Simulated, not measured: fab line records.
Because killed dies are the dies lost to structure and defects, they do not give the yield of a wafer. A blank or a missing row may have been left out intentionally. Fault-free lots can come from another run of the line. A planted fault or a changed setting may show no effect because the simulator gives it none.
2 desks, one fault | flow n5-finfet | every desk sees just its own numbers, and what lay behind them comes last

THE TOOL OWNER'S DESK: euv-scanner-01
The tool's own readings at N5_BEOL_M2_EXPOSE_25 (exposes mask V1, defocus 5 nm): means of the sampled wafers that have a number, for each lot that ran on this tool. Marked OUT: a lot whose mean sits more than 4 standard deviations from the usual mean, which makes it out of limits; the brackets give that distance.
Columns: A = exposure-dose-mJ-cm2 at N5_BEOL_M2_EXPOSE_25, usual 62.96
lot  | first seen here | A
L232 | day 7 16:29     | 63.00
L233 | day 8 02:59     | 62.95
L234 | day 8 07:57     | 62.98
L238 | day 9 04:19     | 65.41 (+42) OUT
L241 | day 10 03:26    | 64.96 (+35) OUT
This desk's verdict: out of limits on L238, L241, starting with L238 at day 9 04:19 (exposure-dose-mJ-cm2 at N5_BEOL_M2_EXPOSE_25). In limits: L232, L233, L234.

METROLOGY DESK
Lot by lot, what the gauges showed, no matter which tool ran the lot: averages of those sampled wafers that carry a number. Marked OUT: a lot whose mean sits more than 4 standard deviations from the usual mean, which makes it out of limits; the brackets give that distance. It has 10 readings; the 7 that lie furthest out on some lot are the ones shown.
Columns: A = DIBL_N at N5_BEOL_M4_RC_MEAS_101, usual 36.2 mV/V; B = DIBL_P at N5_BEOL_M4_RC_MEAS_101, usual 36.5 mV/V; C = IOFF_N at N5_BEOL_M4_RC_MEAS_101, usual 0.158 nA/um; D = IOFF_P at N5_BEOL_M4_RC_MEAS_101, usual 0.21 nA/um; E = SS_N at N5_BEOL_M4_RC_MEAS_101, usual 71.5 mV/dec; F = VT_N at N5_BEOL_M4_RC_MEAS_101, usual 250.4 mV; G = VT_P at N5_BEOL_M4_RC_MEAS_101, usual -250 mV
lot  | first seen here | A    | B    | C     | D    | E    | F     | G
L227 | day 7 23:20     | 35.8 | 37.4 | 0.161 | 0.23 | 71.5 | 251.5 | -249
L232 | day 9 00:47     | 37.0 | 36.2 | 0.148 | 0.19 | 70.7 | 251.8 | -250
L233 | day 9 10:29     | 38.5 | 38.5 | 0.180 | 0.22 | 71.6 | 251.3 | -251
L234 | day 9 19:01     | 35.3 | 35.8 | 0.138 | 0.21 | 71.6 | 253.0 | -248
L238 | day 10 11:46    | 36.5 | 37.4 | 0.175 | 0.21 | 71.4 | 247.7 | -249
L241 | day 11 15:15    | 38.0 | 39.2 | 0.196 | 0.29 | 71.3 | 245.0 | -242
L242 | day 12 11:15    | 36.7 | 37.1 | 0.166 | 0.22 | 71.5 | 250.1 | -250
L244 | day 12 15:55    | 36.3 | 37.1 | 0.163 | 0.21 | 72.2 | 250.8 | -252
L248 | day 13 14:35    | 36.0 | 36.8 | 0.166 | 0.20 | 71.4 | 248.2 | -252
Result from this desk: across the 9 lots, nothing is out of limits.

PUT TOGETHER
An alarm could have come from the tool owner's desk at day 9 04:19, on L238, L241.
Metrology desk: nothing out of limits seen.
The metrology desk has L238, L241 on record, within its limits.
Of the lots named, all ran N5_BEOL_M2_EXPOSE_25 on euv-scanner-01.

WHAT THE SIMULATOR PUT IN
Drift in process parameters on euv-scanner-01 at N5_BEOL_M2_EXPOSE_25, starting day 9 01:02. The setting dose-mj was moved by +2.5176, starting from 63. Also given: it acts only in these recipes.
Struck lots among those shown: L238, L241.
Hours from the fault's start to each desk's first reading out of limits: the tool owner's desk, 3.
